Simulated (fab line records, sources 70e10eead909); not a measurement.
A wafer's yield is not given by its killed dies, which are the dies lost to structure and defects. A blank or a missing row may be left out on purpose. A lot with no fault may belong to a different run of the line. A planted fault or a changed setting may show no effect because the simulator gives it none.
fab line records    flow nand-harc
[record] lots = 12  wafers = 36  last-day = 34
route steps=1302 shown A_CONTACT@1003 END@1302
lots with no fault: from the same line, run without faults
start-h: hours from the record's opening day to when the first of the lot's shown wafers began    wait-h: hours from the lot's prior step to this one    " repeats the value in the row above    L1.1+2: a row that stands for several wafers    - no value present, or no start provided    * or withheld: withheld    < > ~ a bound
route shown NAME@n: NAME is a module with steps in the file, n the number in the route of the first one    usual: mean and standard deviation over wafers with no fault    same: alike in all rows    chamber/n: place in a boat    sites: per-site readings    _std_site: their standard deviation    _edge_site: inner sites' mean taken away from outer sites' mean    radius-mm: how far each site lies from the wafer's centre    mask NAME#n: copy n    behind: tool/chamber where the wafer was last shaped    hold: the reason the lot was held/the length of the hold in hours/how it ended    device: the transistor (n, p or np) that didn't switch    end of line: the same wafers' tests at the end of the route    for a step that has no rows: nothing shown but its recipe    killed: dies lost to structure and defects at the first sort, not the wafer's yield    map: a wafer's dies, marking killed ones x, the rest . and places with no die _
set.NAME: the setting as run; set.NAME@STEP: as run at that earlier step    model.NAME: the simulator's own value behind a step, which no gauge read
route steps across a sampled set of lots; one table per step, one row per wafer
services: a tool's chamber out of use, with start hour (start-h, from the record's first day; less than 0 if before it), hours out, and reason
[[steps]]
[step NHARC_A_CONTACT_ETCH_50]
[recipe] target-depth-a = 1210  time-s = 60.5  cf4-flow-sccm = 100  chf3-flow-sccm = 30  ar-flow-sccm = 0  rf-w = 500  bias-w = 200  chemistry = CF4/CHF3
[usual] drypump-motor-current-A = 5.8/0.39  oes-product-au = 0.950/0.023  rf-vpp-V = 371.4/2  run-length-s = 81.9/0.49  showerhead-plenum-p-Torr = 1.59/0.056  throttle-valve-pct = 16.803/0.0083
lot.wafer  tool         chamber  start-h  wait-h  drypump-motor-current-A  oes-product-au  rf-hours-counter-h  rf-vpp-V  run-length-s  showerhead-plenum-p-Torr  throttle-valve-pct
L413.2     rie-diel-03  2        491.06   -       5.9                      0.954           4                   371.0     82.0          1.54                      16.806
L413.3     "            0        "        "       5.3                      0.972           3                   371.8     81.0          1.59                      16.805
L413.5     "            2        "        "       5.9                      0.962           -                   370.2     82.3          1.54                      16.789
L414.1     rie-diel-03  0        508.06   -       5.3                      0.961           5                   370.8     81.3          1.59                      16.798
L414.4     "            1        "        "       6.1                      0.961           6                   372.5     81.4          1.64                      16.811
L414.2     "            3        "        "       6.5                      0.963           6                   372.9     81.3          1.63                      16.799
L419.2     rie-diel-11  0        556.05   -       5.4                      0.922           44                  367.6     82.0          1.46                      16.794
L419.6     "            1        "        "       5.8                      0.936           -                   368.7     81.6          1.51                      16.809
L419.5     "            2        "        "       5.8                      0.963           -                   373.6     82.8          1.69                      16.813
L420.1     rie-diel-04  0        563.17   -       5.6                      0.972           8                   372.7     81.6          1.62                      16.786
L420.4     "            2        "        "       5.9                      0.988           6                   371.0     82.0          1.59                      16.801
L420.6     "            1        "        "       5.7                      0.985           -                   371.1     81.7          1.60                      16.798
L421.2     rie-diel-03  2        581.26   -       5.9                      0.966           16                  370.1     82.0          1.53                      16.796
L421.1     "            0        "        "       5.3                      0.973           14                  371.3     81.8          1.58                      16.786
L421.5     "            1        "        "       6.1                      0.981           -                   372.8     81.9          1.63                      16.804
L423.2     rie-diel-03  2        584.40   -       5.9                      0.968           17                  366.6     81.8          1.53                      16.805
L423.4     "            3        "        "       6.5                      0.957           -                   372.2     82.0          1.62                      16.819
L423.6     "            1        "        "       6.1                      0.957           -                   372.4     81.9          1.63                      16.805
L425.3     rie-diel-04  1        599.24   -       5.7                      0.922           20                  371.2     81.9          1.60                      16.815
L425.1     "            3        "        "       5.0                      0.927           20                  370.4     82.4          1.53                      16.788
L425.5     "            1        "        "       5.7                      0.930           -                   372.1     81.6          1.60                      16.799
L426.2     rie-diel-03  1        607.86   -       6.1                      0.988           21                  372.3     82.1          1.63                      16.801
L426.1     "            2        "        "       5.9                      0.963           21                  368.6     82.0          1.53                      16.802
L426.5     "            0        "        "       5.3                      0.982           -                   371.1     68.0          1.58                      16.800
L430.3     rie-diel-11  2        646.96   -       5.8                      0.958           6                   374.4     82.6          1.68                      16.805
L430.2     "            3        "        "       5.7                      0.946           5                   372.0     82.4          1.61                      16.799
L430.4     "            1        "        "       5.7                      0.957           -                   368.3     81.3          1.51                      16.811
L432.3     rie-diel-03  0        681.57   -       5.3                      0.979           4                   372.2     81.3          1.58                      16.812
L432.1     "            1        "        "       6.1                      0.972           4                   371.3     81.5          1.63                      16.811
L432.5     "            3        "        "       6.5                      0.986           -                   372.6     81.4          1.62                      16.811
L435.2     rie-diel-11  1        726.11   -       5.7                      0.933           35                  367.5     81.3          1.50                      16.814
L435.5     "            2        "        "       5.8                      0.931           -                   373.5     82.6          1.68                      16.798
L435.6     "            3        "        "       5.7                      0.932           -                   371.7     82.8          1.60                      16.803
L436.3     rie-diel-03  3        728.54   -       6.5                      0.963           12                  372.4     81.4          1.62                      16.802
L436.2     "            0        "        "       5.3                      0.977           12                  371.4     81.4          1.58                      16.793
L436.6     "            1        "        "       6.1                      0.976           -                   371.7     81.4          1.63                      16.790
[step NHARC_A_CONTACT_ETCH_112]
[recipe] source-w = withheld  pressure-mtorr = 20  bias-v = 3000  time-s = 190  target-depth-a = 18500  ar-flow-sccm = withheld  c4f8-flow-sccm = withheld  o2-flow-sccm = withheld  chemistry = C4F8/O2/Ar
[usual] run-length-s = 190/0
lot.wafer  tool             chamber  start-h  wait-h  rf-hours-counter-h  run-length-s
L413.2     har-cap-etch-01  0        492.59   0.2     124                 190
L413.3     "                0        "        "       -                   190
L413.5     "                0        "        "       -                   190
L414.1     har-cap-etch-02  0        509.56   0.2     86                  190
L414.2     "                1        "        "       86                  190
L414.4     "                0        "        "       -                   190
L419.2     har-cap-etch-02  1        557.52   0.2     96                  190
L419.5     "                1        "        "       -                   190
L419.6     "                0        "        "       -                   190
L420.1     har-cap-etch-03  0        564.68   0.2     57                  190
L420.4     "                1        "        "       -                   190
L420.6     "                0        "        "       -                   190
L421.1     har-cap-etch-01  0        582.76   0.2     9                   190
L421.2     "                1        "        "       9                   190
L421.5     "                0        "        "       -                   190
L423.2     har-cap-etch-03  0        586.20   0.2     61                  190
L423.4     "                1        "        "       -                   190
L423.6     "                1        "        "       -                   190
L425.1     har-cap-etch-03  0        601.03   0.4     65                  190
L425.3     "                0        "        "       -                   190
L425.5     "                1        "        "       -                   190
L426.2     har-cap-etch-03  0        609.35   0.2     67                  190
L426.1     "                1        "        "       67                  190
L426.5     "                1        "        "       -                   190
L430.2     har-cap-etch-01  0        648.76   0.2     22                  190
L430.4     "                1        "        "       -                   190
L430.3     "                0        "        "       -                   190
L432.1     har-cap-etch-03  0        683.09   0.2     80                  190
L432.3     "                1        "        "       -                   190
L432.5     "                1        "        "       -                   190
L435.2     har-cap-etch-02  1        727.63   0.2     125                 190
L435.5     "                0        "        "       -                   190
L435.6     "                1        "        "       -                   190
L436.2     har-cap-etch-03  1        730.01   0.2     87                  190
L436.3     "                1        "        "       -                   190
L436.6     "                1        "        "       -                   190
[step NHARC_A_CONTACT_ETCH_113]
[recipe] source-w = withheld  pressure-mtorr = 20  bias-v = 3000  time-s = 190  target-depth-a = 18500  ar-flow-sccm = withheld  c4f8-flow-sccm = withheld  o2-flow-sccm = withheld  chemistry = C4F8/O2/Ar
[usual] run-length-s = 190/0
lot.wafer  tool             chamber  start-h  wait-h  rf-hours-counter-h  run-length-s
L413.2     har-cap-etch-01  0        492.76   0.1     125                 190
L413.3     "                0        "        "       -                   190
L413.5     "                0        "        "       -                   190
L414.1     har-cap-etch-02  0        509.73   0.1     86                  190
L414.2     "                1        "        "       86                  190
L414.4     "                0        "        "       -                   190
L419.2     har-cap-etch-02  1        557.69   0.1     97                  190
L419.5     "                1        "        "       -                   190
L419.6     "                0        "        "       -                   190
L420.1     har-cap-etch-03  0        564.86   0.1     57                  190
L420.4     "                1        "        "       -                   190
L420.6     "                0        "        "       -                   190
L421.1     har-cap-etch-01  0        582.93   0.1     9                   190
L421.2     "                1        "        "       9                   190
L421.5     "                0        "        "       -                   190
L423.2     har-cap-etch-03  0        586.37   0.1     61                  190
L423.4     "                1        "        "       -                   190
L423.6     "                1        "        "       -                   190
L425.1     har-cap-etch-03  0        601.21   0.1     65                  190
L425.3     "                0        "        "       -                   190
L425.5     "                1        "        "       -                   190
L426.2     har-cap-etch-03  0        609.53   0.1     67                  190
L426.1     "                1        "        "       67                  190
L426.5     "                1        "        "       -                   190
L430.2     har-cap-etch-01  0        648.93   0.1     22                  190
L430.4     "                1        "        "       -                   190
L430.3     "                0        "        "       -                   190
L432.1     har-cap-etch-03  0        683.26   0.1     80                  190
L432.3     "                1        "        "       -                   190
L432.5     "                1        "        "       -                   190
L435.2     har-cap-etch-02  1        727.80   0.1     125                 190
L435.5     "                0        "        "       -                   190
L435.6     "                1        "        "       -                   190
L436.2     har-cap-etch-03  1        730.18   0.1     87                  190
L436.3     "                1        "        "       -                   190
L436.6     "                1        "        "       -                   190
[step NHARC_A_CONTACT_ETCH_114]
[recipe] source-w = withheld  pressure-mtorr = 20  bias-v = 3000  time-s = 190  target-depth-a = 18500  ar-flow-sccm = withheld  c4f8-flow-sccm = withheld  o2-flow-sccm = withheld  chemistry = C4F8/O2/Ar
[usual] run-length-s = 190/0
lot.wafer  tool             chamber  start-h  wait-h  rf-hours-counter-h  run-length-s
L413.2     har-cap-etch-01  0        492.93   0.1     125                 190
L413.3     "                0        "        "       -                   190
L413.5     "                0        "        "       -                   190
L414.1     har-cap-etch-02  0        509.90   0.1     86                  190
L414.2     "                1        "        "       86                  190
L414.4     "                0        "        "       -                   190
L419.2     har-cap-etch-02  1        557.86   0.1     97                  190
L419.5     "                1        "        "       -                   190
L419.6     "                0        "        "       -                   190
L420.1     har-cap-etch-03  0        565.03   0.1     57                  190
L420.4     "                1        "        "       -                   190
L420.6     "                0        "        "       -                   190
L421.1     har-cap-etch-01  0        583.10   0.1     9                   190
L421.2     "                1        "        "       9                   190
L421.5     "                0        "        "       -                   190
L423.2     har-cap-etch-03  0        586.54   0.1     61                  190
L423.4     "                1        "        "       -                   190
L423.6     "                1        "        "       -                   190
L425.1     har-cap-etch-03  0        601.38   0.1     65                  190
L425.3     "                0        "        "       -                   190
L425.5     "                1        "        "       -                   190
L426.2     har-cap-etch-03  0        609.70   0.1     67                  190
L426.1     "                1        "        "       67                  190
L426.5     "                1        "        "       -                   190
L430.2     har-cap-etch-01  0        649.10   0.1     22                  190
L430.4     "                1        "        "       -                   190
L430.3     "                0        "        "       -                   190
L432.1     har-cap-etch-03  0        683.44   0.1     80                  190
L432.3     "                1        "        "       -                   190
L432.5     "                1        "        "       -                   190
L435.2     har-cap-etch-02  1        727.98   0.1     125                 190
L435.5     "                0        "        "       -                   190
L435.6     "                1        "        "       -                   190
L436.2     har-cap-etch-03  1        730.36   0.1     87                  190
L436.3     "                1        "        "       -                   190
L436.6     "                1        "        "       -                   190
[step NHARC_END_SORT_01]
[recipe] temp-c = 25
[usual] killed-at-array = 62/16  killed-at-other = 0.8/1.1  killed-at-periphery = 4/3.2  killed-dies = 67/16  killed-open = 3.5/1.9  killed-short = 2.1/1.5
[same] gross-dies = 677
lot.wafer  tool       chamber  start-h  wait-h  killed-at-array  killed-at-other  killed-at-periphery  killed-dies  killed-open  killed-short
L421.1     prober-01  0        649.19   2.5     58               0                16                   74           3            5
L421.2     prober-01  0        649.99   2.8     57               0                14                   71           6            5
L421.5     prober-01  0        652.38   3.7     55               0                6                    61           3            2
L423.2     prober-02  0        650.02   2.8     59               1                5                    65           3            3
L423.4     prober-02  0        651.66   3.5     51               1                5                    57           0            2
L423.6     prober-02  0        653.29   4.1     69               2                3                    74           2            2
L426.1     prober-02  0        682.39   2.5     46               0                12                   58           5            2
L426.2     prober-02  0        683.19   2.8     58               0                1                    59           4            1
L426.5     prober-02  0        685.56   3.7     500              0                6                    506          2            0
// killed by level:class
L421.1 A_SLIT:chamber-film-flake=31 P_CONTACT:chamber-film-flake=11 A_CHANNEL_HOLE_D2:chamber-film-flake=9 A_CHANNEL_HOLE_D1:chamber-film-flake=3 A_STAIRCASE:chamber-film-flake=3 P_ZERO_WELL:chamber-film-flake=2 A_DECK1_JOINT:chamber-film-flake=2 A_WL_FILL:chamber-film-flake=2
L421.2 A_SLIT:chamber-film-flake=29 A_CHANNEL_HOLE_D2:chamber-film-flake=10 P_CONTACT:chamber-film-flake=9 A_CHANNEL_HOLE_D1:chamber-film-flake=3 A_CONTACT:chamber-film-flake=3 P_GATE:geometric-particle:open=2 P_ZERO_WELL:chamber-film-flake=2 A_DECK1_JOINT:chamber-film-flake=2
L423.2 A_SLIT:chamber-film-flake=28 A_CHANNEL_HOLE_D2:chamber-film-flake=15 A_ZERO_WELL:chamber-film-flake=3 A_CHANNEL_HOLE_D1:chamber-film-flake=3 A_CONTACT:chamber-film-flake=3 A_ONON_D2:geometric-particle:open=2 P_CONTACT:chamber-film-flake=2 P_GATE:geometric-particle:open=1
L423.4 A_SLIT:chamber-film-flake=31 A_CHANNEL_HOLE_D2:chamber-film-flake=8 P_STI:chamber-film-flake=3 A_M0:chamber-film-flake=3 A_CHANNEL_HOLE_D1:chamber-film-flake=2 A_DECK1_JOINT:chamber-film-flake=2 A_CHANNEL_FILL_D1:geometric-particle:short=1 A_CHANNEL_FILL_D2:geometric-particle:short=1
L421.5 A_SLIT:chamber-film-flake=25 A_CHANNEL_HOLE_D2:chamber-film-flake=15 P_CONTACT:chamber-film-flake=4 A_CHANNEL_HOLE_D1:chamber-film-flake=3 A_CONTACT:chamber-film-flake=3 A_M0:chamber-film-flake=2 P_CONTACT:geometric-particle:open=1 A_CHANNEL_FILL_D1:geometric-particle:short=1
L423.6 A_SLIT:chamber-film-flake=29 A_CHANNEL_HOLE_D2:chamber-film-flake=21 A_CHANNEL_HOLE_D1:chamber-film-flake=8 A_CONTACT:chamber-film-flake=5 P_STI:chamber-film-flake=2 THIN_TSV:chamber-film-flake=2 A_ONON_D1:geometric-particle:open=1 A_CHANNEL_HOLE_D2:geometric-particle:short=1
L426.1 A_CHANNEL_HOLE_D1:chamber-film-flake=32 P_GATE:chamber-film-flake=7 A_WL_FILL:chamber-film-flake=3 A_CONTACT:chamber-film-flake=3 P_M2:chamber-film-flake=2 A_SLIT:chamber-film-flake=2 P_CONTACT:geometric-particle:open=1 A_ONON_D1:geometric-particle:short=1
L426.2 A_CHANNEL_HOLE_D1:chamber-film-flake=39 A_CONTACT:chamber-film-flake=7 A_SLIT:chamber-film-flake=5 A_CHANNEL_FILL_D1:geometric-particle:open=3 A_CHANNEL_HOLE_D2:geometric-particle:short=1 A_BLC:geometric-particle:open=1 P_GATE:chamber-film-flake=1 A_SGD_CUT:chamber-film-flake=1
L426.5 A_CONTACT:area-etch=454 A_CHANNEL_HOLE_D1:chamber-film-flake=33 A_CONTACT:chamber-film-flake=5 A_SLIT:chamber-film-flake=3 P_GATE:chamber-film-flake=2 P_M2:chamber-film-flake=2 A_STAIRCASE:chamber-film-flake=2 P_GATE:geometric-particle:open=1
[[services]]
tool             chamber  start-h  hours  kind
rie-diel-03      0        467.30   -      clean
rie-diel-11      3        472.03   2.5    repair
rie-diel-11      2        475.80   1.7    repair
rie-diel-11      1        479.93   1.9    repair
har-cap-etch-01  -        497.00   17.0   pm
har-cap-etch-01  0        497.00   17.0   vent-cycle
har-cap-etch-01  1        497.00   17.0   vent-cycle
rie-diel-11      2        499.34   4.3    repair
har-cap-etch-01  0        514.00   -      clean
har-cap-etch-01  1        514.00   -      clean
har-cap-etch-01  1        514.00   -      consumable-replace:focus-ring
har-cap-etch-02  -        521.66   0.2    repair
har-cap-etch-01  -        531.32   0.4    repair
rie-diel-04      -        531.90   9.0    pm
har-cap-etch-01  -        536.09   5.5    repair
rie-diel-03      0        583.13   5.1    repair
rie-diel-11      1        593.13   14.8   repair
rie-diel-11      -        612.05   9.0    pm
rie-diel-11      3        632.52   1.7    repair
rie-diel-03      -        635.30   9.0    pm
rie-diel-04      -        708.90   9.0    pm
rie-diel-11      2        714.40   3.5    repair
rie-diel-03      0        718.40   1.2    repair
har-cap-etch-02  -        719.74   0.1    repair
[[key]]
[first-sign] step = NHARC_A_CONTACT_ETCH_50  reading = run-length-s  direction = down  sigmas = 28  usual = *  struck = *
[effect] step = NHARC_END_SORT_01  reading = killed-at-array  direction = up  sigmas = 27  usual = 62  struck = 500
[more-kills-born-at] NHARC_A_CONTACT_ETCH_50@rie-diel-03 = 454
met-at NHARC_A_CONTACT_ETCH_50
struck-lots L426
struck-wafers L426.5
later-rows-left-out L426.5
tester-left-out L426
not-acting-at NHARC_A_CONTACT_ETCH_112,NHARC_A_CONTACT_ETCH_113,NHARC_A_CONTACT_ETCH_114
onset-between 581.26 607.86
[fault] kind = process-parameter-drift  tool = rie-diel-03  chamber = 0  onset-h = 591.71  steps = NHARC_A_CONTACT_ETCH_50  channel = time-s  offset = *  shape = step  end-h = 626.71  acts-in = *  stated = *
// tester-left-out: of these lots the tester's yield and bins aren't shown, on N5 and GAA mostly nor the transistor test; their killed dies are dies lost to structure and defects alone, not to doping, threshold or leakage, so they don't give the yield
// later-rows-left-out: the simulator's readings of these wafers behind a module that went badly wrong aren't trusted and aren't shown, but for the sort
